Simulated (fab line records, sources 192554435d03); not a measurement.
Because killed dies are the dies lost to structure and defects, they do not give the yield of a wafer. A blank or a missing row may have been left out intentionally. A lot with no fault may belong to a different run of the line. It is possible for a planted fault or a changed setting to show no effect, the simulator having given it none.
fab line records	flow n5-finfet
record: lots: 12	wafers: 36	last-day: 18
route steps=1938 shown ZERO_LAYER@4 WELL_APT@32 PASSIVATION@1936
lots that met no fault: taken from a fault-free run of the same line
start-h: the number of hours between the record's first day and the start of the first shown wafer of the lot	wait-h: time in hours since the lot's previous step	" same as the row above	L1.1+2: a single row standing in for several wafers	- no value, or no start was given	* or withheld: withheld	< > ~ a bound
route shown NAME@n: a module of which the file shows steps, and the number in the route of the first	usual: mean/standard deviation of fault-free wafers	same: alike in all rows	chamber/n: place in a boat	sites: per-site readings	_std_site: how widely they spread, as a standard deviation	_edge_site: the outer-site mean with the inner-site mean subtracted	radius-mm: for every site, how far away it sits from the centre of the wafer	mask NAME#n: copy n	behind: the tool/chamber that last shaped the wafer	hold: why the lot went on hold/how many hours it stayed there/how the hold came to an end	device: whichever transistor did not switch (one of n, p or np)	end of line: at the end of the route, the tests of the same wafers	a step with no rows: only its recipe	killed: dies lost to structure and defects at the first sort, not the wafer's yield	map: shows each die of a wafer: x if killed, . if not, _ if none is there
set.NAME: the setting that was run; set.NAME@STEP: the one run at that earlier step	model.NAME: the simulator's own value behind a step, which no gauge read
one table for each step of the route and one row for each wafer, over a sample of lots
services: a tool's chamber out of use, with start hour (start-h, from the record's first day; less than 0 if before it), hours out, and reason
== steps ==
step: N5_ZERO_LAYER_PECVD_02
recipe: material: SiO2	target-thk-a: 100	temp-c: 400	precursor: SiH4/N2O	pressure-torr: 0.75	rf-w: 275	time-s: 6
usual: heater-power-outer-w: 487/76	heater-power-w: 775/88	showerhead-plenum-p-Torr: 8.19/0.14
lot.wafer	tool	chamber	start-h	wait-h	heater-power-outer-w	heater-power-w	showerhead-plenum-p-Torr
L292.3	pecvd-03	2	12.28	0.0	397	689	8.38
L292.4	"	0	"	"	436	755	8.09
L292.5	"	1	"	"	466	750	8.01
L293.2	pecvd-01	2	18.28	0.0	416	716	8.44
L293.5	"	1	"	"	643	940	8.22
L293.6	"	2	"	"	418	704	8.44
L294.1	pecvd-04	1	24.28	0.0	432	661	8.15
L294.4	"	0	"	"	629	970	8.11
L294.6	"	2	"	"	460	760	8.11
L296.1	pecvd-04	1	36.28	0.0	446	685	8.17
L296.2	"	0	"	"	579	898	8.11
L296.5	"	0	"	"	583	890	8.08
L298.3	pecvd-03	1	48.28	0.0	461	747	8.00
L298.4	"	1	"	"	455	733	8.01
L298.5	"	2	"	"	358	646	8.38
L300.2	pecvd-01	1	60.28	0.0	601	878	8.24
L300.3	"	2	"	"	457	781	8.44
L300.6	"	1	"	"	601	895	8.21
L301.2	pecvd-04	0	66.28	0.0	610	911	8.08
L301.5	"	2	"	"	469	769	8.11
L301.6	"	1	"	"	483	713	8.18
L304.1	pecvd-03	1	84.30	0.0	430	715	8.02
L304.3	"	2	"	"	418	742	8.38
L304.5	"	1	"	"	422	723	8.04
L310.2	pecvd-01	2	120.28	0.0	425	712	8.44
L310.3	"	1	"	"	673	953	8.24
L310.4	"	2	"	"	427	722	8.46
L313.1	pecvd-03	1	138.28	0.0	456	730	8.02
L313.3	"	0	"	"	495	834	8.09
L313.4	"	1	"	"	460	735	8.03
L314.1	pecvd-03	0	144.29	0.0	458	770	8.08
L314.3	"	2	"	"	415	746	8.38
L314.5	"	1	"	"	437	724	8.03
L315.1	pecvd-04	1	150.28	0.0	449	673	8.17
L315.3	"	2	"	"	479	763	8.10
L315.5	"	1	"	"	453	691	8.18
step: N5_WELL_APT_IMPLANT_14
recipe: species: P	energy-kev: 160	dose-cm2: 1.5e+13	tilt-deg: 0	rotation-deg: 0
usual: dose-ions-cm2: 1.5003e+13/1.4e+10	faraday-current-uA: 189/3.5
lot.wafer	tool	chamber	start-h	wait-h	dose-ions-cm2	faraday-current-uA
L292.3	implanter-02	0	14.08	0.1	1.5008e+13	190
L292.4	"	0	"	"	1.5009e+13	184
L292.5	"	0	"	"	1.4999e+13	188
L293.2	implanter-02	0	19.77	0.1	1.4982e+13	197
L293.5	"	0	"	"	1.5005e+13	194
L293.6	"	0	"	"	1.4988e+13	189
L294.1	implanter-02	0	26.09	0.1	1.5016e+13	187
L294.4	"	0	"	"	1.5009e+13	192
L294.6	"	0	"	"	1.5001e+13	187
L296.1	implanter-02	0	37.87	0.1	1.5019e+13	188
L296.2	"	0	"	"	1.4989e+13	189
L296.5	"	0	"	"	1.5005e+13	188
L298.3	implanter-02	0	50.03	0.1	1.5009e+13	188
L298.4	"	0	"	"	1.5009e+13	187
L298.5	"	0	"	"	1.5009e+13	191
L300.2	implanter-02	0	62.03	0.1	1.6551e+13	209
L300.3	"	0	"	"	1.6535e+13	210
L300.6	"	0	"	"	1.6563e+13	215
L301.2	implanter-02	0	69.20	0.1	1.6575e+13	208
L301.5	"	0	"	"	1.6554e+13	211
L301.6	"	0	"	"	1.6525e+13	209
L304.1	implanter-02	0	85.92	0.1	1.657e+13	208
L304.3	"	0	"	"	1.6565e+13	206
L304.5	"	0	"	"	1.6573e+13	211
L310.2	implanter-01	0	122.16	0.1	1.4971e+13	191
L310.3	"	0	"	"	1.5008e+13	187
L310.4	"	0	"	"	1.4988e+13	190
L313.1	implanter-01	0	139.89	0.1	1.4995e+13	185
L313.3	"	0	"	"	1.4991e+13	189
L313.4	"	0	"	"	1.5001e+13	185
L314.1	implanter-01	0	146.68	0.1	1.5012e+13	189
L314.3	"	0	"	"	1.5015e+13	187
L314.5	"	0	"	"	1.4991e+13	191
L315.1	implanter-02	0	152.06	0.1	1.4982e+13	192
L315.3	"	0	"	"	1.4994e+13	193
L315.5	"	0	"	"	1.5001e+13	192
step: N5_WELL_APT_RTA_34
recipe: temp-c: 1000	time-s: 10	ambient: N2	idle-temp-c: 600	ramp-up-c-per-s: 150	ramp-down-c-per-s: 60	cool-to-c: 600
usual: lamp-power-pct: 13.01/0.052	wafer_temp_C_max: 1003.4/1.1
lot.wafer	tool	chamber	start-h	wait-h	lamp-power-pct	wafer_temp_C_max
L292.3	rtp-anneal-02	0	15.86	0.1	12.96	1002.4
L292.4	"	0	"	"	13.01	1003.4
L292.5	"	0	"	"	13.02	1002.5
L293.2	rtp-anneal-01	0	21.85	0.0	12.94	1004.8
L293.5	"	0	"	"	13.11	1002.4
L293.6	"	0	"	"	12.98	1002.8
L294.1	rtp-anneal-01	0	28.04	0.0	12.99	1003.3
L294.4	"	0	"	"	12.97	1002.7
L294.6	"	0	"	"	13.02	1002.7
L296.1	rtp-anneal-01	0	39.70	0.1	13.02	1002.5
L296.2	"	0	"	"	13.02	1003.2
L296.5	"	0	"	"	13.08	1003.0
L298.3	rtp-anneal-01	0	51.96	0.1	13.00	1002.5
L298.4	"	0	"	"	13.04	1003.7
L298.5	"	0	"	"	13.06	1002.9
L300.2	rtp-anneal-02	0	63.80	0.0	12.96	1004.1
L300.3	"	0	"	"	13.07	1002.5
L300.6	"	0	"	"	12.97	1004.2
L301.2	rtp-anneal-02	0	71.00	0.0	13.04	1003.7
L301.5	"	0	"	"	12.96	1003.1
L301.6	"	0	"	"	12.95	1005.0
L304.1	rtp-anneal-01	0	87.77	0.0	13.05	1003.9
L304.3	"	0	"	"	12.96	1004.9
L304.5	"	0	"	"	12.93	1001.9
L310.2	rtp-anneal-02	0	124.92	0.7	12.99	1003.9
L310.3	"	0	"	"	12.99	1006.1
L310.4	"	0	"	"	12.99	1002.9
L313.1	rtp-anneal-01	0	141.68	0.0	13.02	1003.8
L313.3	"	0	"	"	13.03	1005.1
L313.4	"	0	"	"	12.99	1004.0
L314.1	rtp-anneal-02	0	148.79	0.0	13.11	1003.3
L314.3	"	0	"	"	13.02	1003.0
L314.5	"	0	"	"	12.96	1007.0
L315.1	rtp-anneal-01	0	153.95	0.1	13.01	1003.7
L315.3	"	0	"	"	13.01	1003.7
L315.5	"	0	"	"	13.08	1002.7
step: N5_WELL_APT_INSPECT_38
recipe: inspect-instrument: darkfield	mode: post-epi
usual: raw-defect-count: 14/5.2
lot.wafer	tool	chamber	start-h	wait-h	raw-defect-count
L292.3	defect-inspect-02	-	16.89	0.4	18
L292.4	"	-	"	"	3
L292.5	"	-	"	"	9
L293.2	defect-inspect-01	-	22.93	0.6	6
L293.5	"	-	"	"	14
L293.6	"	-	"	"	10
L294.1	defect-inspect-01	-	28.91	0.5	10
L294.4	"	-	"	"	8
L294.6	"	-	"	"	12
L296.1	defect-inspect-02	-	40.78	0.7	16
L296.2	"	-	"	"	21
L296.5	"	-	"	"	7
L298.3	defect-inspect-02	-	52.80	0.3	13
L298.4	"	-	"	"	13
L298.5	"	-	"	"	21
L300.2	defect-inspect-02	-	64.67	0.4	8
L300.3	"	-	"	"	14
L300.6	"	-	"	"	13
L301.2	defect-inspect-01	-	72.32	0.7	13
L301.5	"	-	"	"	17
L301.6	"	-	"	"	14
L304.1	defect-inspect-01	-	89.11	0.9	19
L304.3	"	-	"	"	10
L304.5	"	-	"	"	14
L310.2	defect-inspect-02	-	125.98	0.6	7
L310.3	"	-	"	"	18
L310.4	"	-	"	"	19
L313.1	defect-inspect-01	-	142.55	0.5	18
L313.3	"	-	"	"	28
L313.4	"	-	"	"	23
L314.1	defect-inspect-02	-	149.87	0.7	6
L314.3	"	-	"	"	24
L314.5	"	-	"	"	8
L315.1	defect-inspect-02	-	155.03	0.7	6
L315.3	"	-	"	"	13
L315.5	"	-	"	"	14
step: N5_PASSIVATION_PROBE_49
usual: killed_at_M0_to_M3: 37/12	killed_at_M4_up: 14/5.3	killed-at-contacts: 12/6.2	killed-at-front-end: 41/11	killed-at-other: 3.7/2.9	killed-dies: 107/17	killed-on-rim: 14/4.4	killed-open: 71/12	killed-short: 34/7.9
same: gross-dies: 1180	killed-at-back-side: 0
lot.wafer	tool	chamber	start-h	wait-h	killed_at_M0_to_M3	killed_at_M4_up	killed-at-contacts	killed-at-front-end	killed-at-other	killed-dies	killed-on-rim	killed-open	killed-short
L292.3	prober-02	-	272.65	0.1	36	10	29	42	2	119	17	82	36
L292.4	prober-02	-	272.70	0.2	41	13	10	31	0	95	4	50	41
L292.5	prober-02	-	272.75	0.2	26	8	30	35	2	101	12	74	26
L293.2	prober-02	-	277.60	0.1	41	3	15	32	7	98	14	66	30
L293.5	prober-02	-	277.75	0.2	42	13	4	43	1	103	12	66	33
L293.6	prober-02	-	277.80	0.3	43	7	17	33	5	105	11	68	34
L294.1	prober-01	-	286.07	0.0	39	10	17	36	1	103	14	73	29
L294.4	prober-01	-	286.22	0.2	39	12	11	27	5	94	7	62	32
L294.6	prober-01	-	286.32	0.3	34	9	21	17	8	89	12	59	27
L298.3	prober-01	-	310.99	0.1	51	10	9	31	4	105	18	74	31
L298.4	prober-01	-	311.04	0.2	25	16	17	32	2	92	13	65	27
L298.5	prober-01	-	311.09	0.2	40	19	12	35	1	107	13	75	32
L296.1	prober-01	-	316.90	0.0	25	19	7	34	1	86	13	56	29
L296.2	prober-01	-	316.95	0.1	35	11	5	42	4	97	11	61	36
L296.5	prober-01	-	317.10	0.2	25	11	2	21	1	60	6	40	19
L301.2	prober-02	-	317.48	0.1	47	13	21	23	1	105	16	73	28
L301.5	prober-02	-	317.63	0.2	46	10	13	36	3	108	10	74	31
L301.6	prober-02	-	317.68	0.3	32	11	6	37	0	86	13	59	22
L300.2	prober-02	-	325.09	0.1	37	8	3	48	0	96	9	58	36
L300.3	prober-02	-	325.14	0.1	25	13	21	43	4	106	17	67	35
L300.6	prober-02	-	325.29	0.3	34	19	8	54	1	116	16	71	42
L304.1	prober-01	-	353.36	0.0	36	20	1	24	0	81	12	58	23
L304.3	prober-01	-	353.46	0.1	49	26	6	31	6	118	8	85	32
L304.5	prober-01	-	353.56	0.2	38	20	4	51	1	114	12	90	24
L310.2	prober-01	-	389.44	0.1	35	3	17	34	7	96	13	61	34
L310.3	prober-01	-	389.49	0.1	36	6	16	24	10	92	6	58	34
L310.4	prober-01	-	389.54	0.2	34	18	26	53	1	132	21	102	30
L313.1	prober-01	-	403.41	0.0	34	13	6	62	1	116	16	72	41
L313.3	prober-01	-	403.51	0.1	43	16	16	23	4	102	13	63	38
L313.4	prober-01	-	403.56	0.2	52	10	13	39	1	115	15	72	42
L314.1	prober-02	-	419.72	0.0	45	9	11	54	4	123	12	79	37
L314.3	prober-02	-	419.82	0.1	29	10	9	38	2	88	14	59	29
L314.5	prober-02	-	419.92	0.2	26	7	9	40	8	90	11	60	24
L315.1	prober-02	-	426.06	0.0	38	18	7	58	3	124	17	86	35
L315.3	prober-02	-	426.16	0.1	27	16	5	43	4	95	12	55	40
L315.5	prober-02	-	426.26	0.2	41	19	11	49	2	122	13	73	47
killed by level:class
L292.3 MOL_CONTACT_COAG:geometric-particle:open=21 STI_FIN_REVEAL:geometric-particle:open=11 BEOL_M0_SAQP:geometric-particle:open=11 MOL_CONTACT_COAG:geometric-particle:short=8 DUMMY_GATE:geometric-particle:open=6 BEOL_M0_SAQP:geometric-particle:short=6 BEOL_M1:geometric-particle:open=6 BEOL_M2:geometric-particle:open=6
L292.4 BEOL_M0_SAQP:geometric-particle:short=18 BEOL_M0_SAQP:geometric-particle:open=8 STI_FIN_REVEAL:geometric-particle:open=6 DUMMY_GATE:geometric-particle:open=6 MOL_CONTACT_COAG:geometric-particle:open=6 GATE_CUT:geometric-particle:short=5 MOL_CONTACT_COAG:geometric-particle:short=4 BEOL_M2:geometric-particle:open=4
L292.5 MOL_CONTACT_COAG:geometric-particle:open=25 STI_FIN_REVEAL:geometric-particle:open=13 BEOL_M0_SAQP:geometric-particle:short=6 FIN_SAQP:geometric-particle:open=5 MOL_CONTACT_COAG:geometric-particle:short=5 BEOL_M0_SAQP:geometric-particle:open=5 BEOL_M1:geometric-particle:open=4 BEOL_M2:geometric-particle:open=4
L293.2 MOL_CONTACT_COAG:geometric-particle:open=14 FIN_SAQP:geometric-particle:open=9 BEOL_M0_SAQP:geometric-particle:short=9 BEOL_M0_SAQP:geometric-particle:open=8 BEOL_M3:geometric-particle:open=7 DUMMY_GATE:geometric-particle:open=5 BEOL_M2:geometric-particle:open=5 FIN_SAQP:geometric-particle:short=4
L293.5 BEOL_M0_SAQP:geometric-particle:short=14 DUMMY_GATE:geometric-particle:open=8 BEOL_M0_SAQP:geometric-particle:open=8 BEOL_M1:geometric-particle:open=6 BEOL_M4:geometric-particle:open=6 STI_FIN_REVEAL:geometric-particle:open=5 GATE_CUT:geometric-particle:short=4 BEOL_M0:geometric-particle:open=4
L293.6 MOL_CONTACT_COAG:geometric-particle:open=9 BEOL_M1:geometric-particle:open=9 BEOL_M0_SAQP:geometric-particle:open=8 BEOL_M2:geometric-particle:open=8 MOL_CONTACT_COAG:geometric-particle:short=7 FIN_SAQP:geometric-particle:open=6 FIN_SAQP:geometric-particle:short=5 BEOL_M0_SAQP:geometric-particle:short=5
L294.1 MOL_CONTACT_COAG:geometric-particle:open=16 FIN_SAQP:geometric-particle:short=13 FIN_SAQP:geometric-particle:open=7 BEOL_M2:geometric-particle:open=7 BEOL_M3:geometric-particle:open=7 BEOL_M4:geometric-particle:open=7 BEOL_M0:geometric-particle:open=6 BEOL_M1:geometric-particle:open=5
L294.4 BEOL_M2:geometric-particle:open=13 FIN_SAQP:geometric-particle:open=7 MOL_CONTACT_COAG:geometric-particle:open=7 BEOL_M4:geometric-particle:open=7 FIN_SAQP:geometric-particle:short=5 STI_FIN_REVEAL:geometric-particle:open=5 BEOL_M0:geometric-particle:short=5 MOL_CONTACT_COAG:geometric-particle:short=4
L294.6 MOL_CONTACT_COAG:geometric-particle:open=14 BEOL_M1:geometric-particle:open=8 BEOL_M0_SAQP:geometric-particle:open=7 MOL_CONTACT_COAG:geometric-particle:short=6 BEOL_M3:geometric-particle:open=6 BEOL_M5:geometric-particle:open=5 PASS1_CAP:geometric-particle:short=5 FIN_SAQP:geometric-particle:short=4
L298.3 BEOL_M0_SAQP:geometric-particle:open=16 BEOL_M0_SAQP:geometric-particle:short=12 STI_FIN_REVEAL:geometric-particle:open=9 BEOL_M1:geometric-particle:open=8 MOL_CONTACT_COAG:geometric-particle:open=7 BEOL_M3:geometric-particle:open=6 BEOL_M2:geometric-particle:open=5 FIN_SAQP:geometric-particle:short=4
L298.4 MOL_CONTACT_COAG:geometric-particle:open=12 STI_FIN_REVEAL:geometric-particle:open=7 BEOL_M0_SAQP:geometric-particle:short=7 BEOL_M0_SAQP:geometric-particle:open=7 BEOL_M4:geometric-particle:open=7 FIN_SAQP:geometric-particle:open=5 FIN_SAQP:geometric-particle:short=5 MOL_CONTACT_COAG:geometric-particle:short=5
L298.5 BEOL_M0_SAQP:geometric-particle:short=11 FIN_SAQP:geometric-particle:open=9 MOL_CONTACT_COAG:geometric-particle:open=9 BEOL_M2:geometric-particle:open=9 BEOL_M0_SAQP:geometric-particle:open=7 BEOL_M1:geometric-particle:open=7 BEOL_M4:geometric-particle:open=7 DUMMY_GATE:geometric-particle:open=5
L296.1 FIN_SAQP:geometric-particle:short=7 BEOL_M1:geometric-particle:open=7 BEOL_M4:geometric-particle:open=7 STI_FIN_REVEAL:geometric-particle:open=6 BEOL_M3:geometric-particle:open=6 MOL_CONTACT_COAG:geometric-particle:short=5 GATE_CUT:geometric-particle:short=4 BEOL_M2:geometric-particle:open=4
L296.2 BEOL_M0_SAQP:geometric-particle:open=14 FIN_SAQP:geometric-particle:short=12 FIN_SAQP:geometric-particle:open=9 BEOL_M0_SAQP:geometric-particle:short=7 BEOL_M7:geometric-particle:open=6 DUMMY_GATE:geometric-particle:open=5 BEOL_M0:geometric-particle:open=4 FIN_CUT:geometric-particle:open=3
L296.5 BEOL_M2:geometric-particle:open=10 FIN_SAQP:geometric-particle:open=7 FIN_SAQP:geometric-particle:short=5 BEOL_M4:geometric-particle:open=5 BEOL_M3:geometric-particle:open=4 BEOL_M1:geometric-particle:open=4 BEOL_M0_SAQP:geometric-particle:short=3 BEOL_M1:geometric-particle:short=3
L301.2 MOL_CONTACT_COAG:geometric-particle:open=17 BEOL_M3:geometric-particle:open=12 BEOL_M2:geometric-particle:open=9 DUMMY_GATE:geometric-particle:open=7 BEOL_M0_SAQP:geometric-particle:short=6 BEOL_M0_SAQP:geometric-particle:open=6 BEOL_M5:geometric-particle:open=5 BEOL_M1:geometric-particle:short=5
L301.5 BEOL_M0_SAQP:geometric-particle:open=13 BEOL_M3:geometric-particle:open=13 STI_FIN_REVEAL:geometric-particle:open=11 MOL_CONTACT_COAG:geometric-particle:open=9 FIN_SAQP:geometric-particle:short=5 DUMMY_GATE:geometric-particle:short=5 BEOL_M1:geometric-particle:short=5 FIN_SAQP:geometric-particle:open=4
L301.6 BEOL_M2:geometric-particle:open=10 STI_FIN_REVEAL:geometric-particle:open=6 BEOL_M0_SAQP:geometric-particle:open=6 BEOL_M3:geometric-particle:open=6 GATE_CUT:geometric-particle:open=5 MOL_CONTACT_COAG:geometric-particle:open=5 STARTING-WAFER:geometric-particle:short=5 DUMMY_GATE:geometric-particle:open=4
L300.2 FIN_SAQP:geometric-particle:open=18 BEOL_M0_SAQP:geometric-particle:short=12 BEOL_M2:geometric-particle:open=10 STI_FIN_REVEAL:geometric-particle:open=8 BEOL_M0_SAQP:geometric-particle:open=7 GATE_CUT:geometric-particle:short=4 STARTING-WAFER:geometric-particle:short=4 FIN_SAQP:geometric-particle:short=3
L300.3 FIN_SAQP:geometric-particle:short=16 MOL_CONTACT_COAG:geometric-particle:open=16 FIN_SAQP:geometric-particle:open=14 BEOL_M2:geometric-particle:open=7 BEOL_M0_SAQP:geometric-particle:open=6 BEOL_M0_SAQP:geometric-particle:short=6 STI_FIN_REVEAL:geometric-particle:open=5 MOL_CONTACT_COAG:geometric-particle:short=4
L300.6 FIN_SAQP:geometric-particle:open=12 FIN_SAQP:geometric-particle:short=12 STI_FIN_REVEAL:geometric-particle:open=10 BEOL_M0_SAQP:geometric-particle:short=9 MOL_CONTACT_COAG:geometric-particle:open=6 BEOL_M3:geometric-particle:open=6 BEOL_M0_SAQP:geometric-particle:open=5 BEOL_M2:geometric-particle:open=5
L304.1 BEOL_M1:geometric-particle:open=15 BEOL_M4:geometric-particle:open=14 BEOL_M3:geometric-particle:open=8 FIN_SAQP:geometric-particle:open=6 GATE_CUT:geometric-particle:short=6 BEOL_M2:geometric-particle:open=5 BEOL_M4:geometric-particle:short=4 FIN_SAQP:geometric-particle:short=2
L304.3 BEOL_M1:geometric-particle:open=17 BEOL_M4:geometric-particle:open=17 FIN_SAQP:geometric-particle:open=12 BEOL_M2:geometric-particle:open=10 FIN_SAQP:geometric-particle:short=7 BEOL_M0_SAQP:geometric-particle:short=6 MOL_CONTACT_COAG:geometric-particle:open=5 PAD_METAL:geometric-particle:open=5
L304.5 FIN_SAQP:geometric-particle:open=28 BEOL_M1:geometric-particle:open=14 BEOL_M4:geometric-particle:open=13 BEOL_M0_SAQP:geometric-particle:short=5 BEOL_M0:geometric-particle:open=5 BEOL_M2:geometric-particle:open=5 STI_FIN_REVEAL:geometric-particle:open=4 MOL_CONTACT_COAG:geometric-particle:open=4
L310.2 STI_FIN_REVEAL:geometric-particle:open=14 MOL_CONTACT_COAG:geometric-particle:short=9 MOL_CONTACT_COAG:geometric-particle:open=8 BEOL_M0_SAQP:geometric-particle:short=7 BEOL_M3:geometric-particle:open=7 BEOL_M0_SAQP:geometric-particle:open=6 FIN_SAQP:geometric-particle:short=5 PASS1_CAP:geometric-particle:open=5
L310.3 MOL_CONTACT_COAG:geometric-particle:open=13 BEOL_M0_SAQP:geometric-particle:short=12 FIN_SAQP:geometric-particle:open=7 BEOL_M0_SAQP:geometric-particle:open=6 STI_FIN_REVEAL:geometric-particle:open=5 BEOL_M1:geometric-particle:short=5 PASS1_CAP:geometric-particle:open=5 BEOL_M2:geometric-particle:open=4
L310.4 STI_FIN_REVEAL:geometric-particle:open=26 MOL_CONTACT_COAG:geometric-particle:open=20 BEOL_M1:geometric-particle:open=11 FIN_SAQP:geometric-particle:open=8 BEOL_M4:geometric-particle:open=8 MOL_CONTACT_COAG:geometric-particle:short=6 DUMMY_GATE:geometric-particle:open=6 BEOL_M0_SAQP:geometric-particle:short=6
L313.1 FIN_SAQP:geometric-particle:open=22 FIN_SAQP:geometric-particle:short=12 GATE_CUT:geometric-particle:short=9 BEOL_M0_SAQP:geometric-particle:open=7 BEOL_M1:geometric-particle:open=7 BEOL_M3:geometric-particle:short=6 BEOL_M4:geometric-particle:open=6 BEOL_M2:geometric-particle:open=5
L313.3 MOL_CONTACT_COAG:geometric-particle:open=12 BEOL_M4:geometric-particle:open=9 BEOL_M1:geometric-particle:open=8 BEOL_M0_SAQP:geometric-particle:short=8 BEOL_M2:geometric-particle:open=7 BEOL_M0_SAQP:geometric-particle:open=6 BEOL_M3:geometric-particle:short=6 FIN_SAQP:geometric-particle:short=5
L313.4 BEOL_M0_SAQP:geometric-particle:open=16 BEOL_M1:geometric-particle:open=12 FIN_SAQP:geometric-particle:open=11 MOL_CONTACT_COAG:geometric-particle:open=11 BEOL_M3:geometric-particle:short=8 BEOL_M0_SAQP:geometric-particle:short=7 FIN_SAQP:geometric-particle:short=6 BEOL_M1:geometric-particle:short=6
L314.1 BEOL_M1:geometric-particle:open=16 STI_FIN_REVEAL:geometric-particle:open=10 MOL_CONTACT_COAG:geometric-particle:open=10 GATE_CUT:geometric-particle:short=8 BEOL_M3:geometric-particle:open=8 FIN_SAQP:geometric-particle:short=7 FIN_SAQP:geometric-particle:open=6 DUMMY_GATE:geometric-particle:open=6
L314.3 BEOL_M1:geometric-particle:open=15 GATE_CUT:geometric-particle:short=10 BEOL_M5:geometric-particle:open=9 MOL_CONTACT_COAG:geometric-particle:open=8 STARTING-WAFER:geometric-particle:open=6 STI_FIN_REVEAL:geometric-particle:open=5 FIN_SAQP:geometric-particle:short=4 STI_FIN_REVEAL:geometric-particle:short=4
L314.5 BEOL_M1:geometric-particle:open=11 STI_FIN_REVEAL:geometric-particle:open=9 DUMMY_GATE:geometric-particle:open=5 MOL_CONTACT_COAG:geometric-particle:open=5 HKMG_FIN:area-etch=5 GATE_CUT:geometric-particle:short=4 MOL_CONTACT_COAG:geometric-particle:short=4 BEOL_M2:geometric-particle:open=4
L315.1 FIN_SAQP:geometric-particle:open=16 FIN_SAQP:geometric-particle:short=13 BEOL_M0_SAQP:geometric-particle:open=9 BEOL_M0_SAQP:geometric-particle:short=8 BEOL_M2:geometric-particle:open=7 BEOL_M3:geometric-particle:open=7 BEOL_M4:geometric-particle:open=7 MOL_CONTACT_COAG:geometric-particle:open=6
L315.3 FIN_SAQP:geometric-particle:short=9 BEOL_M4:geometric-particle:open=8 FIN_SAQP:geometric-particle:open=7 BEOL_M0_SAQP:geometric-particle:short=7 BEOL_M0_SAQP:geometric-particle:open=6 STI_FIN_REVEAL:geometric-particle:open=5 GATE_CUT:geometric-particle:short=5 BEOL_M2:geometric-particle:open=4
L315.5 BEOL_M0_SAQP:geometric-particle:short=15 DUMMY_GATE:geometric-particle:open=11 MOL_CONTACT_COAG:geometric-particle:open=10 BEOL_M4:geometric-particle:open=10 GATE_CUT:geometric-particle:short=9 BEOL_M3:geometric-particle:open=8 BEOL_M0_SAQP:geometric-particle:open=8 FIN_SAQP:geometric-particle:short=7
== services ==
tool	chamber	start-h	hours	kind
pecvd-04	2	24.51	2.1	scheduled-down
pecvd-04	-	31.77	2.8	pm
implanter-01	-	42.18	0.8	repair
pecvd-03	1	49.46	2.1	scheduled-down
pecvd-04	0	49.86	11.3	repair
pecvd-01	0	58.42	-	clean
pecvd-01	0	58.42	29.5	scheduled-down
pecvd-01	0	58.42	29.5	vent-cycle
pecvd-01	-	80.04	28.1	pm
implanter-01	-	82.48	3.7	pm
pecvd-03	-	95.85	2.8	pm
pecvd-04	1	99.31	8.8	repair
pecvd-03	-	112.02	2.0	repair
pecvd-01	-	139.51	14.6	pm
== key ==
first-sign: step: N5_WELL_APT_IMPLANT_14	reading: dose-ions-cm2	direction: up	sigmas: 99+	usual: 1.5003e+13	struck: 1.6557e+13
effect: step: N5_WELL_APT_IMPLANT_14	reading: faraday-current-uA	direction: up	sigmas: 5.8	usual: 189	struck: 210
met-at N5_WELL_APT_IMPLANT_14
struck-lots L300,L301,L304
tester-left-out L300,L301,L304
not-acting-at N5_ZERO_LAYER_PECVD_02,N5_WELL_APT_RTA_34,N5_WELL_APT_INSPECT_38
onset-between 50.03 62.03
fault: kind: process-parameter-drift	tool: implanter-02	chamber: -	onset-h: 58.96	steps: N5_WELL_APT_IMPLANT_14	channel: dose-cm2	offset: 1.5544e+12	shape: step	end-h: 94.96	acts-in: these-recipes-only	stated: 1.5e+13
tester-left-out: of these lots the tester's yield and bins aren't shown, on N5 and GAA mostly nor the transistor test; their killed dies are dies lost to structure and defects alone, not to doping, threshold or leakage, so they don't give the yield
